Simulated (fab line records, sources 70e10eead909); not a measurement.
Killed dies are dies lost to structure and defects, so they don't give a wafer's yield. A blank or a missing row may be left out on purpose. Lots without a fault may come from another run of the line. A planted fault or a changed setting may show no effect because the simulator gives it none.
Which tool did it? | flow nand_harc | 24 lots, 72 wafers sampled, at 4 steps of a route of 1302

WHAT THE GAUGES READ, wafer by wafer
NHARC_A_SOURCE_PLATE_THK_MEAS_06: measures by ellipsometry.
lot  | measured     | on            | thk_nm (nm)
L074 | day 7 19:02  | film_metro-02 | 192.9 193.8 194.8
L075 | day 7 19:03  | film_metro-01 | 202.4 204.0 200.9
L076 | day 8 09:38  | film_metro-01 | 197.8 198.3 199.7
L077 | day 9 01:44  | film_metro-01 | 200.6 199.9 198.1
L078 | day 9 06:37  | film_metro-02 | 197.8 199.9 200.6
L079 | day 9 12:29  | film_metro-02 | 199.0 199.2 200.0
L080 | day 10 06:22 | film_metro-02 | 200.5 197.0 201.5
L081 | day 10 16:50 | film_metro-02 | 201.0 201.2 200.1
L082 | day 11 04:51 | film_metro-02 | 200.3 195.3 195.8
L083 | day 11 12:08 | film_metro-02 | 198.7 202.9 199.5
L084 | day 11 21:19 | film_metro-02 | 199.4 200.3 199.0
L085 | day 12 15:05 | film_metro-02 | 203.3 203.2 202.7
L086 | day 12 22:24 | film_metro-01 | 202.5 200.1 201.8
L087 | day 13 02:39 | film_metro-01 | 195.9 197.3 196.5
L088 | day 13 19:19 | film_metro-01 | 202.8 200.5 199.8
L089 | day 13 19:19 | film_metro-02 | 201.3 199.8 200.2
L090 | day 14 15:58 | film_metro-02 | 198.6 203.2 205.2
L091 | day 14 15:58 | film_metro-01 | 198.3 201.1 196.7
L092 | day 15 03:43 | film_metro-02 | 201.8 200.6 202.4
L093 | day 15 14:44 | film_metro-02 | 197.2 199.2 198.3
L094 | day 16 08:46 | film_metro-02 | 197.5 198.2 197.5
L095 | day 16 20:58 | film_metro-01 | 200.9 201.5 202.5
L096 | day 16 20:58 | film_metro-01 | 200.1 200.1 199.9
L097 | day 17 09:20 | film_metro-01 | 201.2 198.6 196.5

WHICH TOOL RAN EACH LOT (tool, then ch and the chambers of the sampled wafers, then the start)
lot  | NHARC_P_BONDPAD_ETCH_12                       | NHARC_P_BONDPAD_STRIP_15           | NHARC_P_BONDPAD_PRE_CLEAN_26
L074 | rie_diel-05 ch 2,3, day 6 17:38 or earlier    | rie_diel-01 ch 1,2, day 6 17:38    | pvd_sputter-01, day 7 19:02 or earlier
L075 | rie_diel-01 ch 1,2,3, day 6 20:35 or earlier  | rie_diel-01 ch 0,2,3, day 6 20:35  | pvd_sputter-02, day 7 19:03 or earlier
L076 | rie_diel-05 ch 1,2,3, day 7 07:17 or earlier  | rie_diel-05 ch 0,1,2, day 7 07:17  | pvd_sputter-01, day 8 09:38 or earlier
L077 | rie_diel-01 ch 0,2,3, day 8 01:05 or earlier  | rie_diel-05 ch 1,2, day 8 01:05    | pvd_sputter-01, day 9 01:44 or earlier
L078 | rie_diel-05 ch 0,1, day 8 06:07 or earlier    | rie_diel-07 ch 0,2,3, day 8 06:07  | pvd_sputter-01, day 9 06:37 or earlier
L079 | rie_diel-01 ch 0,1,2, day 8 11:17 or earlier  | rie_diel-01 ch 2,3, day 8 11:17    | pvd_sputter-01, day 9 12:29 or earlier
L080 | rie_diel-01 ch 1,2,3, day 9 03:29 or earlier  | rie_diel-05 ch 2,3, day 9 03:29    | pvd_sputter-02, day 10 06:22 or earlier
L081 | rie_diel-07 ch 2,3, day 9 14:02 or earlier    | rie_diel-07 ch 1,3, day 9 14:02    | pvd_sputter-03, day 10 16:50 or earlier
L082 | rie_diel-01 ch 1,2,3, day 10 02:49 or earlier | rie_diel-05 ch 1,2,3, day 10 02:49 | pvd_sputter-03, day 11 04:51 or earlier
L083 | rie_diel-01 ch 0,1,3, day 10 08:14 or earlier | rie_diel-05 ch 1,2,3, day 10 08:14 | pvd_sputter-01, day 11 12:08 or earlier
L084 | rie_diel-07 ch 0,1,2, day 10 21:06 or earlier | rie_diel-07 ch 0,2, day 10 21:06   | pvd_sputter-01, day 11 21:19 or earlier
L085 | rie_diel-01 ch 1,2, day 11 14:21 or earlier   | rie_diel-01 ch 0,2,3, day 11 14:21 | pvd_sputter-03, day 12 15:05 or earlier
L086 | rie_diel-07 ch 1,2,3, day 11 17:43 or earlier | rie_diel-01 ch 0,1, day 11 17:43   | pvd_sputter-03, day 12 22:24 or earlier
L087 | rie_diel-01 ch 1,3, day 12 00:16 or earlier   | rie_diel-07 ch 0,1,3, day 12 00:16 | pvd_sputter-02, day 13 02:39 or earlier
L088 | rie_diel-07 ch 2,3, day 12 17:15 or earlier   | rie_diel-01 ch 1,2,3, day 12 17:15 | pvd_sputter-01, day 13 19:19 or earlier
L089 | rie_diel-05 ch 0,3, day 12 17:41 or earlier   | rie_diel-07 ch 1,2, day 12 17:41   | pvd_sputter-03, day 13 19:19 or earlier
L090 | rie_diel-01 ch 1,3, day 13 13:21 or earlier   | rie_diel-05 ch 2,3, day 13 13:21   | pvd_sputter-02, day 14 15:58 or earlier
L091 | rie_diel-01 ch 0,1, day 13 16:05              | rie_diel-05 ch 0,3, day 13 16:22   | pvd_sputter-03, day 14 15:58 or earlier
L092 | rie_diel-07 ch 0,1,3, day 14 02:05 or earlier | rie_diel-01 ch 0,1, day 14 02:05   | pvd_sputter-01, day 15 03:43 or earlier
L093 | rie_diel-05 ch 1,2,3, day 14 14:13 or earlier | rie_diel-07 ch 0,2,3, day 14 14:13 | pvd_sputter-02, day 15 14:44 or earlier
L094 | rie_diel-07 ch 0,1,2, day 15 07:37 or earlier | rie_diel-05 ch 0,1,3, day 15 07:37 | pvd_sputter-02, day 16 08:46 or earlier
L095 | rie_diel-05 ch 0,1,2, day 15 19:37 or earlier | rie_diel-01 ch 0,2,3, day 15 19:37 | pvd_sputter-02, day 16 20:58 or earlier
L096 | rie_diel-07 ch 0,1,3, day 15 22:01 or earlier | rie_diel-07 ch 0,3, day 15 22:01   | pvd_sputter-02, day 16 20:58 or earlier
L097 | rie_diel-01 ch 1,2,3, day 16 05:28 or earlier | rie_diel-07 ch 1,3, day 16 05:28   | pvd_sputter-03, day 17 09:20 or earlier
- NHARC_P_BONDPAD_ETCH_12: etches the open film in CHF3/O2, target depth 200 nm, time 100 s.
- NHARC_P_BONDPAD_STRIP_15: strips in O2.
- NHARC_P_BONDPAD_PRE_CLEAN_26: time 30 s.

WHAT THE TOOLS THEMSELVES READ (means of the sampled wafers that have a number; where no wafer has one, the mark that the record gives instead)
NHARC_P_BONDPAD_ETCH_12.
lot  | tool        | drypump_motor_current_A (A) | oes_product_au (a.u.) | rf_vpp_V (V) | showerhead_plenum_p_Torr (Torr) | throttle_valve_pct (%)
L074 | rie_diel-05 | 5.4                         | 0.916                 | 370.2        | 2.38                            | 20.573
L075 | rie_diel-01 | 5.7                         | 0.953                 | 369.5        | 2.36                            | 20.579
L076 | rie_diel-05 | 5.6                         | 0.929                 | 369.4        | 2.35                            | 20.574
L077 | rie_diel-01 | 5.7                         | 0.937                 | 370.1        | 2.38                            | 20.571
L078 | rie_diel-05 | 5.3                         | 0.972                 | 368.7        | 2.31                            | 20.575
L079 | rie_diel-01 | 5.4                         | 0.970                 | 369.2        | 2.38                            | 20.569
L080 | rie_diel-01 | 5.7                         | 0.962                 | 369.4        | 2.36                            | 20.566
L081 | rie_diel-07 | 6.2                         | 0.914                 | 371.4        | 2.44                            | 20.575
L082 | rie_diel-01 | 5.7                         | 0.964                 | 370.2        | 2.36                            | 20.575
L083 | rie_diel-01 | 5.5                         | 0.973                 | 367.8        | 2.28                            | 20.567
L084 | rie_diel-07 | 6.2                         | 0.918                 | 370.8        | 2.39                            | 20.574
L085 | rie_diel-01 | 5.6                         | 0.964                 | 371.5        | 2.45                            | 20.573
L086 | rie_diel-07 | 6.2                         | 0.918                 | 370.3        | 2.39                            | 20.570
L087 | rie_diel-01 | 5.5                         | 0.920                 | 367.0        | 2.26                            | 20.567
L088 | rie_diel-07 | 6.2                         | 0.926                 | 370.9        | 2.44                            | 20.583
L089 | rie_diel-05 | 5.0                         | 0.919                 | 368.6        | 2.34                            | 20.580
L090 | rie_diel-01 | 5.5                         | 0.924                 | 366.9        | 2.26                            | 20.578
L091 | rie_diel-01 | 5.1                         | 0.947                 | 368.1        | 2.28                            | 20.568
L092 | rie_diel-07 | 5.9                         | 0.967                 | 370.5        | 2.34                            | 20.569
L093 | rie_diel-05 | 5.7                         | 0.932                 | 369.4        | 2.35                            | 20.570
L094 | rie_diel-07 | 6.2                         | 0.931                 | 370.2        | 2.38                            | 20.570
L095 | rie_diel-05 | 5.6                         | 0.971                 | 368.3        | 2.31                            | 20.564
L096 | rie_diel-07 | 6.0                         | 0.925                 | 368.6        | 2.34                            | 20.568
L097 | rie_diel-01 | 5.7                         | 0.928                 | 369.5        | 2.36                            | 20.574

NHARC_P_BONDPAD_STRIP_15.
lot  | tool        | drypump_motor_current_A (A) | oes_product_au (a.u.) | rf_vpp_V (V) | showerhead_plenum_p_Torr (Torr) | throttle_valve_pct (%)
L074 | rie_diel-01 | 5.6                         | 0.995                 | 58.1         | 3.60                            | 17.040
L075 | rie_diel-01 | 5.7                         | 1.000                 | 58.3         | 3.50                            | 17.037
L076 | rie_diel-05 | 5.6                         | 1.011                 | 57.4         | 3.40                            | 17.040
L077 | rie_diel-05 | 5.9                         | 1.011                 | 57.5         | 3.40                            | 17.040
L078 | rie_diel-07 | 6.0                         | 1.007                 | 57.2         | 3.51                            | 17.033
L079 | rie_diel-01 | 6.0                         | 1.007                 | 58.8         | 3.61                            | 17.029
L080 | rie_diel-05 | 5.3                         | 0.997                 | 57.6         | 3.49                            | 17.030
L081 | rie_diel-07 | 6.0                         | 0.999                 | 57.2         | 3.45                            | 17.037
L082 | rie_diel-05 | 5.6                         | 1.001                 | 57.5         | 3.45                            | 17.036
L083 | rie_diel-05 | 5.6                         | 1.001                 | 57.9         | 3.45                            | 17.040
L084 | rie_diel-07 | 6.3                         | 0.997                 | 58.1         | 3.57                            | 17.029
L085 | rie_diel-01 | 5.8                         | 1.006                 | 56.5         | 3.50                            | 17.037
L086 | rie_diel-01 | 5.2                         | 1.009                 | 58.3         | 3.39                            | 17.037
L087 | rie_diel-07 | 6.0                         | 0.993                 | 56.8         | 3.44                            | 17.031
L088 | rie_diel-01 | 5.8                         | 1.001                 | 57.6         | 3.46                            | 17.036
L089 | rie_diel-07 | 6.5                         | 0.993                 | 58.6         | 3.57                            | 17.027
L090 | rie_diel-05 | 5.3                         | 0.999                 | 57.5         | 3.49                            | 17.042
L091 | rie_diel-05 | 5.2                         | 1.000                 | 58.1         | 3.49                            | 17.039
L092 | rie_diel-01 | 5.2                         | 1.003                 | 58.4         | 3.38                            | 17.047
L093 | rie_diel-07 | 6.0                         | 1.008                 | 57.4         | 3.51                            | 17.034
L094 | rie_diel-05 | 5.4                         | 0.987                 | 57.5         | 3.45                            | 17.046
L095 | rie_diel-01 | 5.8                         | 1.010                 | 58.2         | 3.50                            | 17.028
L096 | rie_diel-07 | 5.8                         | 1.007                 | 57.8         | 3.44                            | 17.029
L097 | rie_diel-07 | 6.0                         | 1.006                 | 57.3         | 3.45                            | 17.037

NHARC_P_BONDPAD_PRE_CLEAN_26.
lot  | tool           | heater_power_w (W)
L074 | pvd_sputter-01 | 401
L075 | pvd_sputter-02 | 380
L076 | pvd_sputter-01 | 421
L077 | pvd_sputter-01 | 399
L078 | pvd_sputter-01 | 440
L079 | pvd_sputter-01 | 446
L080 | pvd_sputter-02 | 419
L081 | pvd_sputter-03 | 386
L082 | pvd_sputter-03 | 418
L083 | pvd_sputter-01 | 413
L084 | pvd_sputter-01 | 426
L085 | pvd_sputter-03 | 419
L086 | pvd_sputter-03 | 413
L087 | pvd_sputter-02 | 378
L088 | pvd_sputter-01 | 469
L089 | pvd_sputter-03 | 425
L090 | pvd_sputter-02 | 408
L091 | pvd_sputter-03 | 442
L092 | pvd_sputter-01 | 445
L093 | pvd_sputter-02 | 406
L094 | pvd_sputter-02 | 387
L095 | pvd_sputter-02 | 401
L096 | pvd_sputter-02 | 398
L097 | pvd_sputter-03 | 386

THE ANSWER, worked out from the rows above alone
Rule: what is usual is taken from the lots themselves. Put in order of their means at a reading, lots are off if they are a third of the lots or fewer, leave a main group of 4 or more, and stand apart from it by a gap of 3 or more times the standard deviation of the main group's means; of several such gaps the widest counts. A main group whose means are all the same, to the digits that the tables above print for the reading, isn't used. A lot without any number at a reading at which 4 lots or more have one is off too. The other lots that the step has rows for count as sound. The gauges are gone through in route order, then the tools' own readings, and for those a lot's mean is taken as printed above. The first step at which some lot is off is used, and at that step the reading that is off furthest; a lot without a number counts as furthest.
No lot is off at any reading shown: from this, nothing can be told.

WHAT THE SIMULATOR HAD PUT IN
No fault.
